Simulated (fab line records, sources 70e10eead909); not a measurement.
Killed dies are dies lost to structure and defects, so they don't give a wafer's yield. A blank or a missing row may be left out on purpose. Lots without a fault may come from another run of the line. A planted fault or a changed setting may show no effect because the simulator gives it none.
Which tool did it? | flow nand_harc | 24 lots, 72 wafers sampled, at 5 steps of a route of 1302

WHAT THE GAUGES READ, wafer by wafer
NHARC_A_ONON_D2_THK_MEAS_14: measures by ellipsometry. Usual: thk_nm 999 nm, standard deviation 11.
lot  | measured     | on            | thk_nm (nm)    | flag
L074 | day 12 19:07 | film_metro-01 | 1016 1016 1017 |
L075 | day 12 20:53 | film_metro-01 | 1006 1007 1004 |
L076 | day 13 03:56 | film_metro-01 | 1003 1003 1003 |
L077 | day 13 19:00 | film_metro-01 | 986 986 987    |
L078 | day 14 06:11 | film_metro-01 | 974 974 973    |
L079 | day 14 05:59 | film_metro-01 | 992 991 993    |
L080 | day 15 15:57 | film_metro-01 | 994 995 994    |
L082 | day 15 15:56 | film_metro-02 | 991 992 993    |
L081 | day 15 21:55 | film_metro-01 | 1015 1016 1016 |
L083 | day 16 20:58 | film_metro-01 | 988 986 988    |
L084 | day 17 04:38 | film_metro-01 | 997 999 998    |
L085 | day 17 04:37 | film_metro-02 | 1012 1012 1012 |
L086 | day 18 05:19 | film_metro-01 | 1014 1011 1013 |
L087 | day 18 19:34 | film_metro-02 | 998 1000 1001  |
L088 | day 18 19:32 | film_metro-01 | 1017 1016 1016 |
L089 | day 19 07:00 | film_metro-01 | 993 996 997    |
L090 | day 19 06:50 | film_metro-01 | 1004 1004 1004 |
L091 | day 19 09:26 | film_metro-01 | 997 997 994    |
L092 | day 19 18:11 | film_metro-02 | 996 995 994    |
L093 | day 20 22:49 | film_metro-01 | 1001 1000 1000 |
L094 | day 20 22:50 | film_metro-02 | 1006 1004 1004 |
L095 | day 20 22:55 | film_metro-01 | 993 994 994    |
L096 | day 21 17:56 | film_metro-02 | 986 986 986    |
L097 | day 22 07:17 | film_metro-02 | 1000 1002 1003 |

NHARC_A_CHANNEL_HOLE_D2_INSPECT_12. Usual: raw_defect_count 32, standard deviation 22.
lot  | measured     | on                | raw_defect_count | flag
L074 | day 13 15:38 | defect_inspect-01 | 9 5 9            |
L075 | day 13 15:29 | defect_inspect-01 | 50 60 51         |
L076 | day 13 21:40 | defect_inspect-01 | 58 65 70         |
L077 | day 14 08:34 | defect_inspect-02 | 54 62 58         |
L078 | day 15 02:13 | defect_inspect-01 | 4 4 11           |
L079 | day 15 02:22 | defect_inspect-02 | 51 63 67         |
L080 | day 16 05:32 | defect_inspect-02 | 9 14 7           |
L082 | day 16 05:13 | defect_inspect-02 | 3 13 9           |
L081 | day 16 19:35 | defect_inspect-02 | 55 55 81         |
L083 | day 17 10:26 | defect_inspect-01 | 9 14 10          |
L084 | day 17 20:17 | defect_inspect-01 | 14 11 8          |
L085 | day 17 19:44 | defect_inspect-02 | 60 66 63         |
L086 | day 18 18:56 | defect_inspect-01 | 7 6 11           |
L087 | day 19 10:14 | defect_inspect-02 | 57 54 50         |
L088 | day 19 09:38 | defect_inspect-02 | 18 8 18          |
L089 | day 19 20:55 | defect_inspect-02 | 62 71 59         |
L090 | day 19 21:32 | defect_inspect-01 | 28 17 20         |
L091 | day 19 21:04 | defect_inspect-02 | 56 67 74         |
L092 | day 20 09:20 | defect_inspect-01 | 19 15 17         |
L093 | day 21 18:00 | defect_inspect-02 | 24 22 21         |
L094 | day 21 16:07 | defect_inspect-02 | 13 25 15         |
L095 | day 21 17:36 | defect_inspect-02 | 16 29 26         |
L096 | day 22 07:23 | defect_inspect-01 | 37 19 24         |
L097 | day 22 20:54 | defect_inspect-02 | 23 28 27         |

WHICH TOOL RAN EACH LOT (tool, then ch and the chambers of the sampled wafers, then the start)
lot  | NHARC_A_CHANNEL_HOLE_D1_STRIP_27              | NHARC_A_DECK1_JOINT_CMP_02    | NHARC_A_CHANNEL_HOLE_D2_DEP_01
L074 | rie_diel-02 ch 0,2,3, day 12 15:34 or earlier | cmp-02 ch 0,2,3, day 12 15:34 | pecvd-04 ch 0,1,2, day 13 14:42
L075 | rie_diel-02 ch 0,1,2, day 12 17:25 or earlier | cmp-02 ch 0,1,2, day 12 17:25 | pecvd-03 ch 1,2, day 13 14:42
L076 | rie_diel-11 ch 0,1,3, day 13 00:23 or earlier | cmp-04 ch 0,1,2, day 13 00:23 | pecvd-04 ch 0,1,2, day 13 20:56
L077 | rie_diel-11 ch 1,2,3, day 13 15:28 or earlier | cmp-01 ch 0,2,3, day 13 15:28 | pecvd-04 ch 0,1,2, day 14 07:50
L078 | rie_diel-11 ch 1,2,3, day 14 02:20 or earlier | cmp-01 ch 0,1, day 14 02:20   | pecvd-01 ch 0,1, day 15 01:23
L079 | rie_diel-13 ch 0,2, day 14 02:22 or earlier   | cmp-02 ch 0,1, day 14 02:22   | pecvd-03 ch 0,1,2, day 15 01:26
L080 | rie_diel-13 ch 0,1, day 15 12:26 or earlier   | cmp-04 ch 0,1,3, day 15 12:26 | pecvd-04 ch 0,1,2, day 16 04:43
L082 | rie_diel-13 ch 0,3, day 15 12:23 or earlier   | cmp-02 ch 0,3, day 15 12:23   | pecvd-03 ch 0,1,2, day 16 04:32
L081 | rie_diel-02 ch 1,2,3, day 15 18:23 or earlier | cmp-04 ch 0,1,3, day 15 18:23 | pecvd-04 ch 1,2, day 16 18:52
L083 | rie_diel-02 ch 0,2,3, day 16 17:23 or earlier | cmp-02 ch 1,2,3, day 16 17:23 | pecvd-01 ch 0,2, day 17 09:38
L084 | rie_diel-02 ch 0,1, day 17 01:04 or earlier   | cmp-02 ch 1,2, day 17 01:04   | pecvd-04 ch 0,1,2, day 17 19:26
L085 | rie_diel-02 ch 0,2, day 17 01:04 or earlier   | cmp-01 ch 0,2,3, day 17 01:04 | pecvd-01 ch 0,1, day 17 18:53
L086 | rie_diel-02 ch 1,2, day 18 01:47 or earlier   | cmp-04 ch 0,1,3, day 18 01:47 | pecvd-01 ch 0,1, day 18 18:06
L087 | rie_diel-02 ch 0,2,3, day 18 16:00 or earlier | cmp-01 ch 0,1,2, day 18 16:00 | pecvd-03 ch 0,1, day 19 09:18
L088 | rie_diel-13 ch 0,1,3, day 18 16:00 or earlier | cmp-04 ch 1,2,3, day 18 16:00 | pecvd-04 ch 0,1,2, day 19 08:47
L089 | rie_diel-02 ch 0,3, day 19 03:22 or earlier   | cmp-01 ch 0,1,2, day 19 03:22 | pecvd-03 ch 0,1,2, day 19 20:04
L090 | rie_diel-13 ch 0,2,3, day 19 03:17 or earlier | cmp-02 ch 0,1,2, day 19 03:17 | pecvd-03 ch 0,1,2, day 19 20:42
L091 | rie_diel-02 ch 2,3, day 19 05:53 or earlier   | cmp-02 ch 1,2,3, day 19 05:53 | pecvd-01 ch 0,1,2, day 19 20:11
L092 | rie_diel-02 ch 0,1,2, day 19 14:38 or earlier | cmp-04 ch 1,2,3, day 19 14:38 | pecvd-04 ch 0,1, day 20 08:37
L093 | rie_diel-13 ch 1,2,3, day 20 19:18 or earlier | cmp-04 ch 0,2, day 20 19:18   | pecvd-03 ch 0,1, day 21 17:11
L094 | rie_diel-13 ch 0,2,3, day 20 19:19 or earlier | cmp-02 ch 0,1,2, day 20 19:19 | pecvd-03 ch 0,2, day 21 15:17
L095 | rie_diel-11 ch 0,2,3, day 20 19:18 or earlier | cmp-01 ch 0,2,3, day 20 19:18 | pecvd-03 ch 0,1,2, day 21 16:46
L096 | rie_diel-13 ch 2,3, day 21 14:22 or earlier   | cmp-02 ch 0,2,3, day 21 14:22 | pecvd-03 ch 1,2, day 22 06:44
L097 | rie_diel-13 ch 0,1,2, day 22 03:46 or earlier | cmp-02 ch 1,2,3, day 22 03:46 | pecvd-04 ch 0,1,2, day 22 20:05
- NHARC_A_CHANNEL_HOLE_D1_STRIP_27: strips in O2.
- NHARC_A_DECK1_JOINT_CMP_02: polishes SiOx.
- NHARC_A_CHANNEL_HOLE_D2_DEP_01: deposits SiON, target thk 140 nm.

WHAT THE TOOLS THEMSELVES READ (means of the sampled wafers that have a number; where no wafer has one, the mark that the record gives instead)
NHARC_A_CHANNEL_HOLE_D1_STRIP_27. Usual: drypump_motor_current_A 5.9 A, standard deviation 0.47; oes_product_au 0.998 a.u., standard deviation 0.0087; rf_vpp_V 57.7 V, standard deviation 0.93; showerhead_plenum_p_Torr 3.51 Torr, standard deviation 0.16; throttle_valve_pct 17.036 %, standard deviation 0.0083.
lot  | tool        | drypump_motor_current_A (A) | oes_product_au (a.u.) | rf_vpp_V (V) | showerhead_plenum_p_Torr (Torr) | throttle_valve_pct (%) | flag
L074 | rie_diel-02 | 5.7                         | 0.994                 | 57.2         | 3.49                            | 17.036                 |
L075 | rie_diel-02 | 5.8                         | 0.991                 | 57.5         | 3.46                            | 17.032                 |
L076 | rie_diel-11 | 6.2                         | 0.995                 | 57.1         | 3.48                            | 17.040                 |
L077 | rie_diel-11 | 6.3                         | 0.993                 | 58.3         | 3.53                            | 17.036                 |
L078 | rie_diel-11 | 6.3                         | 0.988                 | 57.5         | 3.53                            | 17.042                 |
L079 | rie_diel-13 | 5.7                         | 1.003                 | 57.6         | 3.36                            | 17.042                 |
L080 | rie_diel-13 | 5.6                         | 1.003                 | 57.3         | 3.47                            | 17.037                 |
L082 | rie_diel-13 | 5.4                         | 0.995                 | 57.6         | 3.55                            | 17.038                 |
L081 | rie_diel-02 | 5.5                         | 1.002                 | 56.8         | 3.59                            | 17.033                 |
L083 | rie_diel-02 | 5.7                         | 0.995                 | 57.5         | 3.49                            | 17.037                 |
L084 | rie_diel-02 | 6.0                         | 1.004                 | 57.2         | 3.42                            | 17.034                 |
L085 | rie_diel-02 | 5.7                         | 0.998                 | 57.3         | 3.37                            | 17.028                 |
L086 | rie_diel-02 | 5.5                         | 0.999                 | 57.5         | 3.48                            | 17.038                 |
L087 | rie_diel-02 | 5.7                         | 1.006                 | 57.5         | 3.49                            | 17.039                 |
L088 | rie_diel-13 | 5.8                         | 1.003                 | 57.0         | 3.47                            | 17.043                 |
L089 | rie_diel-02 | 5.9                         | 1.001                 | 58.7         | 3.46                            | 17.031                 |
L090 | rie_diel-13 | 5.7                         | 0.995                 | 57.7         | 3.63                            | 17.032                 |
L091 | rie_diel-02 | 5.4                         | 0.994                 | 57.7         | 3.62                            | 17.033                 |
L092 | rie_diel-02 | 5.7                         | 1.003                 | 57.7         | 3.45                            | 17.030                 |
L093 | rie_diel-13 | 6.2                         | 0.997                 | 57.9         | 3.57                            | 17.042                 |
L094 | rie_diel-13 | 5.6                         | 0.988                 | 58.6         | 3.63                            | 17.037                 |
L095 | rie_diel-11 | 6.3                         | 0.996                 | 58.0         | 3.45                            | 17.037                 |
L096 | rie_diel-13 | 5.9                         | 1.007                 | 58.5         | 3.72                            | 17.037                 |
L097 | rie_diel-13 | 5.9                         | 0.997                 | 58.2         | 3.54                            | 17.036                 |

NHARC_A_DECK1_JOINT_CMP_02. Usual: motor_current_A 11.5 A, standard deviation 1.2.
lot  | tool   | motor_current_A (A) | flag
L074 | cmp-02 | 11.8                |
L075 | cmp-02 | 12.2                |
L076 | cmp-04 | 11.9                |
L077 | cmp-01 | 10.6                |
L078 | cmp-01 | 10.1                |
L079 | cmp-02 | 12.1                |
L080 | cmp-04 | 11.5                |
L082 | cmp-02 | 12.1                |
L081 | cmp-04 | 11.1                |
L083 | cmp-02 | 11.8                |
L084 | cmp-02 | 11.9                |
L085 | cmp-01 | 10.5                |
L086 | cmp-04 | 11.5                |
L087 | cmp-01 | 10.4                |
L088 | cmp-04 | 12.1                |
L089 | cmp-01 | 10.6                |
L090 | cmp-02 | 12.0                |
L091 | cmp-02 | 11.3                |
L092 | cmp-04 | 12.1                |
L093 | cmp-04 | 12.0                |
L094 | cmp-02 | 12.0                |
L095 | cmp-01 | 10.4                |
L096 | cmp-02 | 11.7                |
L097 | cmp-02 | 11.4                |

NHARC_A_CHANNEL_HOLE_D2_DEP_01. Usual: heater_power_w 711 W, standard deviation 65; rf_fwd_power_W 348.7 W, standard deviation 1.1.
lot  | tool     | heater_power_w (W) | rf_fwd_power_W (W) | flag
L074 | pecvd-04 | 725                | 349.2              |
L075 | pecvd-03 | 720                | 347.9              |
L076 | pecvd-04 | 727                | 349.3              |
L077 | pecvd-04 | 699                | 349.0              |
L078 | pecvd-01 | 785                | 348.2              |
L079 | pecvd-03 | 698                | 348.3              |
L080 | pecvd-04 | 707                | 349.0              |
L082 | pecvd-03 | 693                | 349.0              |
L081 | pecvd-04 | 722                | 348.8              |
L083 | pecvd-01 | 722                | 348.9              |
L084 | pecvd-04 | 747                | 348.0              |
L085 | pecvd-01 | 771                | 347.6              |
L086 | pecvd-01 | 842                | 348.8              |
L087 | pecvd-03 | 675                | 348.9              |
L088 | pecvd-04 | 716                | 349.1              |
L089 | pecvd-03 | 685                | 348.6              |
L090 | pecvd-03 | 675                | 348.5              |
L091 | pecvd-01 | 748                | 349.1              |
L092 | pecvd-04 | 668                | 348.0              |
L093 | pecvd-03 | 717                | 348.4              |
L094 | pecvd-03 | 635                | 348.8              |
L095 | pecvd-03 | 703                | 348.0              |
L096 | pecvd-03 | 713                | 348.7              |
L097 | pecvd-04 | 742                | 347.5              |

THE ANSWER, worked out from the rows above alone
Rule: a lot is off if the mean of its wafers that have a number lies more than 3 standard deviations from the usual mean. A lot without any number at a reading at which 4 lots or more have one is off too. The other lots that the step has rows for count as sound. The gauges are gone through in route order, then the tools' own readings, and for those a lot's mean is taken as printed above. The first step at which some lot is off is used, and at that step the reading that is off furthest; a lot without a number counts as furthest.
No lot is off at any reading shown: from this, nothing can be told.

WHAT THE SIMULATOR HAD PUT IN
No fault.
